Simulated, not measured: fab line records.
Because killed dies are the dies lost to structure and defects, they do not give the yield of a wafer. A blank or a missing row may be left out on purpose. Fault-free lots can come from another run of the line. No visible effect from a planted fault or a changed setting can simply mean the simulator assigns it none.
The tool behind it: which one? | flow n5-finfet | 32 wafers from 11 lots sampled at 3 of the route's 1938 steps

WHAT THE GAUGES READ, wafer by wafer
N5_BEOL_M6_CD_MEAS_35: target cd 40 nm, target cd y 28 nm.
lot  | measured     | on        | cd-nm (nm)
L550 | day 9 01:28  | cd-sem-01 | 40.4 40.5 40.9
L551 | day 9 08:46  | cd-sem-02 | 39.6 40.6 39.6
L553 | day 9 17:43  | cd-sem-01 | 39.9 40.4 40.2
L556 | day 10 00:20 | cd-sem-03 | 40.9 40.6 39.9
L555 | day 10 04:32 | cd-sem-01 | 40.3 39.9 40.1
L558 | day 10 13:15 | cd-sem-03 | 40.5 40.4 41.0
L559 | day 14 00:22 | cd-sem-01 | 40.3 41.2 39.7
L563 | day 14 08:43 | cd-sem-02 | 39.6 41.5 40.0
L566 | day 14 09:52 | cd-sem-01 | 40.4 40.2
L565 | day 14 23:28 | cd-sem-03 | 39.8 40.0 39.8
L571 | day 15 20:59 | cd-sem-02 | 40.0 40.5 39.8

WHAT TOOL EACH LOT RAN ON (gives the tool, then ch and the chambers of the sampled wafers, and finally the start)
lot  | N5_BEOL_M6_DESCUM_33               | N5_BEOL_M6_ETCH_72
L550 | rie-diel-02 ch 0,2, day 9 00:53    | rie-diel-02 ch 0,2, day 9 00:55
L551 | rie-diel-04 ch 0,1,2, day 9 08:11  | rie-diel-04 ch 0,1,2, day 9 08:14
L553 | rie-diel-04 ch 0,1,2, day 9 17:08  | rie-diel-04 ch 0,1,2, day 9 17:10
L556 | rie-diel-02 ch 0,1,2, day 9 23:45  | rie-diel-02 ch 0,1,2, day 9 23:47
L555 | rie-diel-03 ch 2,3, day 10 03:58   | rie-diel-03 ch 2,3, day 10 04:00
L558 | rie-diel-02 ch 0,2,3, day 10 12:40 | rie-diel-02 ch 0,2,3, day 10 12:42
L559 | rie-diel-02 ch 1,2,3, day 13 23:47 | rie-diel-02 ch 1,2,3, day 13 23:50
L563 | rie-diel-03 ch 1,3, day 14 08:08   | rie-diel-03 ch 1,3, day 14 08:10
L566 | rie-diel-02 ch 1,2, day 14 09:17   | rie-diel-02 ch 1,2, day 14 09:19
L565 | rie-diel-04 ch 1,2,3, day 14 22:53 | rie-diel-04 ch 1,2,3, day 14 22:55
L571 | rie-diel-04 ch 0,1,2, day 15 20:25 | rie-diel-04 ch 0,1,2, day 15 20:27
- N5_BEOL_M6_DESCUM_33: chemistry O2, time 7 s.
- N5_BEOL_M6_ETCH_72: etches underlayer in N2/H2, target depth 6.5 nm, time 5.2 s.

THE ANSWER, worked out from the rows above alone
Rule: what is usual is taken from the lots themselves. The widest of any qualifying gaps counts: lots, ordered by their means at a reading, are off when they make up no more than a third of the lots, leave a main group of 4 or more, and stand apart from it by 3 or more times the standard deviation of that group's means. A main group whose means are all the same, to the digits that the tables above print for the reading, isn't used. Also off: a lot with no number at a reading for which 4 or more lots have one. All remaining lots with rows at the step are treated as sound.
Across all readings shown, no lot is off: no conclusion can be drawn from this.

WHAT THE SIMULATOR HAD INSERTED
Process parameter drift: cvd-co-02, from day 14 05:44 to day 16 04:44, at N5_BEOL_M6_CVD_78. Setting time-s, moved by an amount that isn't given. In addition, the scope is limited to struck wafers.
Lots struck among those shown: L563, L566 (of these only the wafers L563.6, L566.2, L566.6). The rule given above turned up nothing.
